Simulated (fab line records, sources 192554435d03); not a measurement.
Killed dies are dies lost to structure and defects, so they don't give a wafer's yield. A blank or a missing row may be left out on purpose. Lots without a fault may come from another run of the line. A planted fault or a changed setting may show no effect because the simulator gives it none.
Which tool did it? | flow n5_finfet | 9 lots, 27 wafers sampled, at 6 steps of a route of 1938

WHAT THE GAUGES READ, wafer by wafer
N5_FIN_CUT_INSPECT_17: inspects for defects (brightfield). Usual: raw_defect_count 224, standard deviation 66.
lot  | measured    | on                | raw_defect_count | flag
L606 | day 2 16:43 | defect_inspect-01 | 178 178 281      |
L610 | day 3 15:56 | defect_inspect-01 | 301 144 200      |
L612 | day 4 04:35 | defect_inspect-01 | 162 202 114      |
L613 | day 4 10:05 | defect_inspect-01 | 215 213 131      |
L614 | day 4 15:42 | defect_inspect-01 | 149 379 188      |
L615 | day 4 23:40 | defect_inspect-01 | 263 218 229      |
L620 | day 6 06:25 | defect_inspect-02 | 124 117 195      |
L622 | day 6 16:15 | defect_inspect-01 | 266 277 291      |
L624 | day 7 05:33 | defect_inspect-02 | 178 178 130      |

N5_STI_FIN_REVEAL_FIN_H_MEAS_10. Usual: trench_depth_nm 51.8 nm, standard deviation 0.69.
lot  | measured    | on     | trench_depth_nm (nm) | flag
L606 | day 3 02:09 | ocd-01 | 51.9 52.3 52.8       |
L610 | day 4 00:49 | ocd-02 | 52.5 52.5 51.7       |
L612 | day 4 13:13 | ocd-02 | 51.6 51.9 50.9       |
L613 | day 4 18:46 | ocd-01 | 51.9 51.6 51.0       |
L614 | day 5 00:31 | ocd-02 | 51.9 51.1 51.1       |
L615 | day 5 09:08 | ocd-02 | 51.3 52.9 50.8       |
L620 | day 6 15:12 | ocd-02 | 51.3 51.1 52.5       |
L622 | day 7 01:40 | ocd-02 | 54.3 54.4 54.1       | OFF
L624 | day 7 14:36 | ocd-02 | 55.1 54.7 54.4       | OFF

N5_BEOL_M4_RC_MEAS_101. Usual: DIBL_N 36.3 mV/V, standard deviation 2; DIBL_P 36.3 mV/V, standard deviation 2.4; IOFF_N 0.16 nA/um, standard deviation 0.034; IOFF_P 0.21 nA/um, standard deviation 0.035; ION_N 672 uA/um, standard deviation 12; ION_P 459 uA/um, standard deviation 6.5; SS_N 71.6 mV/dec, standard deviation 0.67; SS_P 73.3 mV/dec, standard deviation 0.71; VT_N 250 mV, standard deviation 3.5; VT_P -251 mV, standard deviation 3.
lot  | measured     | on        | DIBL_N (mV/V)  | DIBL_P (mV/V)  | IOFF_N (nA/um) | IOFF_P (nA/um) | ION_N (uA/um) | ION_P (uA/um) | SS_N (mV/dec)  | SS_P (mV/dec)  | VT_N (mV)   | VT_P (mV)      | flag
L606 | day 8 07:41  | prober-02 | 32.6 32.3 32.3 | 31.7 31.6 31.5 | 0.10 0.10 0.10 | 0.15 0.15 0.15 | 651 653 664   | 456 453 456   | 70.0 69.8 70.1 | 72.0 71.8 72.1 | 259 256 257 | -256 -253 -254 |
L610 | day 9 08:29  | prober-01 | 34.8 36.4 36.4 | 35.7 37.8 36.9 | 0.14 0.16 0.17 | 0.19 0.22 0.21 | 674 675 680   | 460 467 458   | 71.6 71.6 70.6 | 72.7 73.9 73.1 | 251 249 247 | -250 -249 -251 |
L612 | day 11 13:41 | prober-02 | 36.3 34.7 33.9 | 35.8 33.7 32.3 | 0.16 0.13 0.11 | 0.24 0.20 0.17 | 670 658 627   | 465 463 450   | 72.2 71.6 72.0 | 72.4 72.2 72.4 | 252 251 259 | -246 -250 -250 |
L613 | day 11 02:29 | prober-02 | 36.2 40.1 39.7 | 34.9 40.8 37.9 | 0.14 0.23 0.20 | 0.16 0.26 0.21 | 668 681 677   | 452 462 453   | 71.8 72.4 73.6 | 73.0 73.9 73.3 | 253 245 252 | -257 -251 -252 |
L614 | day 11 21:26 | prober-02 | 38.4 37.1 35.5 | 39.9 37.6 36.4 | 0.19 0.17 0.14 | 0.26 0.24 0.20 | 689 673 669   | 467 465 459   | 71.9 71.4 70.8 | 74.1 73.6 73.8 | 247 251 251 | -250 -246 -249 |
L615 | day 11 15:45 | prober-01 | 36.1 35.3 37.2 | 37.2 36.9 38.8 | 0.15 0.16 0.19 | 0.21 0.21 0.23 | 664 692 683   | 455 476 462   | 71.5 71.4 72.4 | 73.3 73.0 73.6 | 249 247 246 | -251 -251 -249 |
L620 | day 13 14:58 | prober-02 | 36.1 36.9 36.7 | 37.3 37.7 38.0 | 0.15 0.16 0.16 | 0.22 0.22 0.22 | 661 669 684   | 462 469 474   | 71.3 70.7 72.0 | 73.1 72.8 73.5 | 249 249 249 | -248 -245 -248 |
L622 | day 14 07:01 | prober-02 | 35.9 33.5 36.9 | 38.0 34.1 37.8 | 0.19 0.14 0.20 | 0.24 0.18 0.23 | 714 695 708   | 483 475 479   | 71.5 70.6 71.4 | 74.0 73.8 73.8 | 246 248 243 | -248 -252 -249 | OFF
L624 | day 13 08:12 | prober-02 | 35.4 34.5 32.8 | 35.2 35.1 32.3 | 0.17 0.17 0.12 | 0.19 0.19 0.15 | 723 711 702   | 487 480 471   | 71.5 71.0 71.0 | 72.9 72.7 72.6 | 246 246 251 | -253 -252 -257 | OFF

WHICH TOOL RAN EACH LOT (tool, then ch and the chambers of the sampled wafers, then the start)
lot  | N5_FIN_CUT_CUT_ETCH_15          | N5_STI_FIN_REVEAL_RECESS_09       | N5_DUMMY_GATE_ALD_02
L606 | rie_si-05 ch 1,2, day 2 16:26   | vapor_etch-02 ch 0,1, day 2 23:52 | ald_sin-02 ch 0,1,3, day 3 02:23
L610 | rie_si-06 ch 0,1,2, day 3 15:37 | vapor_etch-01 ch 0,1, day 3 21:58 | ald_sin-02 ch 1,2, day 4 01:17
L612 | rie_si-02 ch 0,1, day 4 04:18   | vapor_etch-01 ch 0,1, day 4 10:31 | ald_sin-01 ch 1,3, day 4 19:02
L613 | rie_si-06 ch 0,2,3, day 4 09:47 | vapor_etch-01 ch 0,1, day 4 16:01 | ald_sin-02 ch 0,1,3, day 4 19:07
L614 | rie_si-06 ch 0,1,2, day 4 15:25 | vapor_etch-02 ch 0,1, day 4 22:21 | ald_sin-02 ch 0,3, day 5 00:42
L615 | rie_si-06 ch 1,2, day 4 23:16   | vapor_etch-01 ch 0,1, day 5 06:24 | ald_sin-04 ch 0,2, day 5 09:21
L620 | rie_si-06 ch 2,3, day 6 06:08   | vapor_etch-01 ch 1, day 6 12:28   | ald_sin-04 ch 2,3, day 6 15:46
L622 | rie_si-05 ch 0,3, day 6 15:55   | vapor_etch-01 ch 0,1, day 6 23:16 | ald_sin-04 ch 1,2,3, day 7 01:50
L624 | rie_si-06 ch 2,3, day 7 05:16   | vapor_etch-01 ch 0,1, day 7 11:54 | ald_sin-01 ch 0,1, day 7 14:47
- N5_FIN_CUT_CUT_ETCH_15: etches Si in HBr/Cl2/O2, target depth 100 nm, bt time 10 s, time 42.4 s.
- N5_STI_FIN_REVEAL_RECESS_09: chemistry HF/NH3, target SiO2, afs cycles 11, target depth 42.5 nm, sublimation time 60 s.
- N5_DUMMY_GATE_ALD_02: deposits SiO2, target thk 2 nm, pulse time 1 s.

WHAT THE TOOLS THEMSELVES READ (means of the sampled wafers that have a number; where no wafer has one, the mark that the record gives instead)
N5_FIN_CUT_CUT_ETCH_15. Usual: drypump_motor_current_A 5.9 A, standard deviation 0.45; oes_product_au 1.001 a.u., standard deviation 0.019; throttle_valve_pct 37.18 %, standard deviation 0.26.
lot  | tool      | drypump_motor_current_A (A) | oes_product_au (a.u.) | throttle_valve_pct (%) | flag
L606 | rie_si-05 | 6.4                         | 0.997                 | 37.22                  |
L610 | rie_si-06 | 5.9                         | 1.018                 | 37.32                  |
L612 | rie_si-02 | 6.4                         | 0.989                 | 37.35                  |
L613 | rie_si-06 | 5.6                         | 1.001                 | 37.37                  |
L614 | rie_si-06 | 6.0                         | 1.012                 | 37.33                  |
L615 | rie_si-06 | 6.2                         | 1.028                 | 37.24                  |
L620 | rie_si-06 | 5.4                         | 1.011                 | 37.34                  |
L622 | rie_si-05 | 5.8                         | 0.987                 | 36.99                  |
L624 | rie_si-06 | 5.4                         | 1.015                 | 37.34                  |

N5_STI_FIN_REVEAL_RECESS_09. Usual: drypump_motor_current_A 5.7 A, standard deviation 0.39; sublimation_temp_c 179.99 C, standard deviation 0.16; temp_c 30.01 C, standard deviation 0.11.
lot  | tool          | drypump_motor_current_A (A) | sublimation_temp_c (C) | temp_c (C) | flag
L606 | vapor_etch-02 | 5.9                         | 179.91                 | 30.08      |
L610 | vapor_etch-01 | 5.6                         | 179.89                 | 29.92      |
L612 | vapor_etch-01 | 5.8                         | 180.08                 | 30.03      |
L613 | vapor_etch-01 | 5.5                         | 180.01                 | 30.07      |
L614 | vapor_etch-02 | 5.9                         | 180.11                 | 30.08      |
L615 | vapor_etch-01 | 5.5                         | 180.13                 | 29.98      |
L620 | vapor_etch-01 | 5.3                         | 179.88                 | 29.97      |
L622 | vapor_etch-01 | 5.8                         | 179.86                 | 28.01      | OFF
L624 | vapor_etch-01 | 5.5                         | 180.13                 | 27.95      | OFF

N5_DUMMY_GATE_ALD_02. Usual: heater_power_w 477 W, standard deviation 44; precursor_pulse_height_rel 1.003, standard deviation 0.02.
lot  | tool       | heater_power_w (W) | precursor_pulse_height_rel | flag
L606 | ald_sin-02 | 457                | 1.004                      |
L610 | ald_sin-02 | 448                | 1.011                      |
L612 | ald_sin-01 | 470                | 1.001                      |
L613 | ald_sin-02 | 461                | 0.995                      |
L614 | ald_sin-02 | 442                | 0.976                      |
L615 | ald_sin-04 | 460                | 0.994                      |
L620 | ald_sin-04 | 503                | 1.001                      |
L622 | ald_sin-04 | 502                | 1.006                      |
L624 | ald_sin-01 | 489                | 0.994                      |

THE ANSWER, worked out from the rows above alone
Rule: a lot is off if the mean of its wafers that have a number lies more than 3 standard deviations from the usual mean. A lot without any number at a reading at which 4 lots or more have one is off too. The other lots that the step has rows for count as sound. The gauges are gone through in route order, then the tools' own readings, and for those a lot's mean is taken as printed above. The first step at which some lot is off is used, and at that step the reading that is off furthest; a lot without a number counts as furthest.
Off: L622, L624, at N5_STI_FIN_REVEAL_FIN_H_MEAS_10 (trench_depth_nm).
A tool fits if, at a process step before that reading, it ran every lot that is off, and no sound lot after the first of them. The gauges at N5_STI_FIN_REVEAL_FIN_H_MEAS_10 aren't tried: what is off there is off at N5_BEOL_M4_RC_MEAS_101 too, on other tools, and a gauge's error can't cause that. One fits: vapor_etch-01 at N5_STI_FIN_REVEAL_RECESS_09. Its last sound lot is L620 (day 6 12:28), its first lot that is off L622 (day 6 23:16): a fault that began between those two fits.
The tool's own readings at N5_STI_FIN_REVEAL_RECESS_09 bear it out: on the lots that are off they differ by more than 5 times the standard deviation of the sound lots' means. temp_c reads 27.98 C there against 30.02 C on the sound lots.

WHAT THE SIMULATOR HAD PUT IN
Process parameter drift: vapor_etch-01, from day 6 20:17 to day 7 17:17, at N5_STI_FIN_REVEAL_RECESS_09. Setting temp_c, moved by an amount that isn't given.
Lots struck among those shown: L622, L624. The rule above found the same.
